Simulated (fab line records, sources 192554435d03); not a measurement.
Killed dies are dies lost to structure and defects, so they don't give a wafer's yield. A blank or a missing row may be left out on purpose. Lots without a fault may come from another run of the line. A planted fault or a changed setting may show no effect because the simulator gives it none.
Split-lot experiment | flow n5_finfet | 7 lots, 21 wafers read, on a route of 1938 steps

THE SPLIT
At N5_SD_EPI_N_PEB_07 (peb time 60 s), the setting peb_temp_c was moved away from the recipe's 110 C on 4 of the 21 wafers read, by -1.1% to +0.9%. The other wafers ran this setting at the recipe's value.

FROM THE SPLIT TO THE READING: what the file shows between them, 1 step
- N5_SD_EPI_N_DEVELOP_08: develop time 30 s

THE READING
cd_nm, in nm, at N5_SD_EPI_N_CD_MEAS_09 (target cd 120 nm). Fault-free wafers of this fab line usually give 119.3 nm, standard deviation 1.1 nm.

wafer  | tool, chamber at the split | peb_temp_c as run, C | against the recipe | cd_nm, nm | against lot-mates on the recipe
L077.3 | litho_track-04, 0          | 110                  | recipe             | 120.2     | -
L077.5 | litho_track-04, 0          | 110                  | recipe             | 120.0     | -
L077.6 | litho_track-04, 0          | 110                  | recipe             | 121.6     | -
L079.4 | litho_track-01, 0          | 110                  | recipe             | 118.9     | -
L079.5 | litho_track-01, 0          | 110                  | recipe             | 118.1     | -
L079.6 | litho_track-01, 0          | 110                  | recipe             | 118.9     | -
L080.4 | litho_track-04, 0          | 110                  | recipe             | 120.5     | -
L080.5 | litho_track-04, 0          | 110                  | recipe             | 120.0     | -
L080.6 | litho_track-04, 0          | 110                  | recipe             | 120.2     | -
L084.2 | litho_track-03, 0          | 110                  | recipe             | 117.8     | -
L084.3 | litho_track-03, 0          | 111                  | +0.9%              | 121.3     | +3.5
L084.6 | litho_track-03, 0          | 111                  | +0.9%              | 119.8     | +2.0
L085.2 | litho_track-01, 0          | 110                  | recipe             | 119.7     | -
L085.3 | litho_track-01, 0          | 110                  | recipe             | 119.7     | -
L085.5 | litho_track-01, 0          | 111                  | +0.9%              | 122.1     | +2.4
L087.1 | litho_track-01, 0          | 110                  | recipe             | 120.2     | -
L087.3 | litho_track-01, 0          | 110                  | recipe             | 121.0     | -
L087.6 | litho_track-01, 0          | 110                  | recipe             | 120.3     | -
L097.1 | litho_track-04, 0          | 110                  | recipe             | 121.6     | -
L097.3 | litho_track-04, 0          | 110                  | recipe             | 121.3     | -
L097.5 | litho_track-04, 0          | 108.8                | -1.1%              | 116.8     | -4.6

THE FIT
A straight line over all 21 wafers: cd_nm changes by +1.81 nm for each +1% of peb_temp_c; r = +0.57; the points scatter about the line by 1.1 nm.
The same after taking each lot's own level away (the mean of its wafers on the recipe; 21 wafers): +3.39 nm for each +1%; r = +0.94; scatter 0.51 nm.
On that fit, the largest move of peb_temp_c shifts the reading by 3.7 nm.
The lots' own levels span 117.80 to 121.45 nm, that is 3.3 times the standard deviation above.
So the lot-to-lot level blurs the effect unless lot-mates are compared.
Check: with one of the wafers moved furthest among these (-1.1%) left out of the fit, the line predicts -3.16 nm for it against its lot-mates. It came out at -4.65 nm against them.

OTHER SPLITS ON THESE WAFERS
These wafers also went through other splits before the reading. Each is held against what the fit with the lots' levels taken away leaves over:
other split on the same wafers            | wafers away from the commonest value | r with cd_nm (lot level and that fit taken away)
N5_ZERO_LAYER_ETCH_18 icp_w               | 6                                    | +0.03
N5_PMOS_HMC_CHANNEL_EPI_COAT_31 spin_rpm  | 5                                    | -0.01
N5_PMOS_HMC_CHANNEL_EPI_PEB_07 peb_temp_c | 7                                    | +0.03
N5_FIN_CUT_COAT_19 spin_rpm               | 8                                    | +0.33
N5_DUMMY_GATE_COAT_28 spin_rpm            | 4                                    | -0.28

THE WHOLE CHAIN: every reading that the file lists as answering this split, in the file's order
step                   | what it does                                           | reading                                                         | change (the file's fit)              | r (the file's)
N5_SD_EPI_N_CD_MEAS_09 | target cd 120 nm                                       | cd_nm                                                           | +3.41 nm for each +1% of the setting | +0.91
N5_SD_EPI_N_DESCUM_14  | chemistry O2, time 7.9 s                               | SD_EPI_N.cd_nm (the simulator's own value, which no gauge read) | +3.63 nm for each +1% of the setting | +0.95
N5_SD_EPI_N_ETCH_34    | etches SiARC in CF4, target depth 45.5 nm, time 75.8 s | SD_EPI_N.cd_nm (the simulator's own value, which no gauge read) | +3.37 nm for each +1% of the setting | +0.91

THE FILE'S OWN FIT
cd_nm changes by +3.41 nm for each +1% of peb_temp_c, r = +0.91.
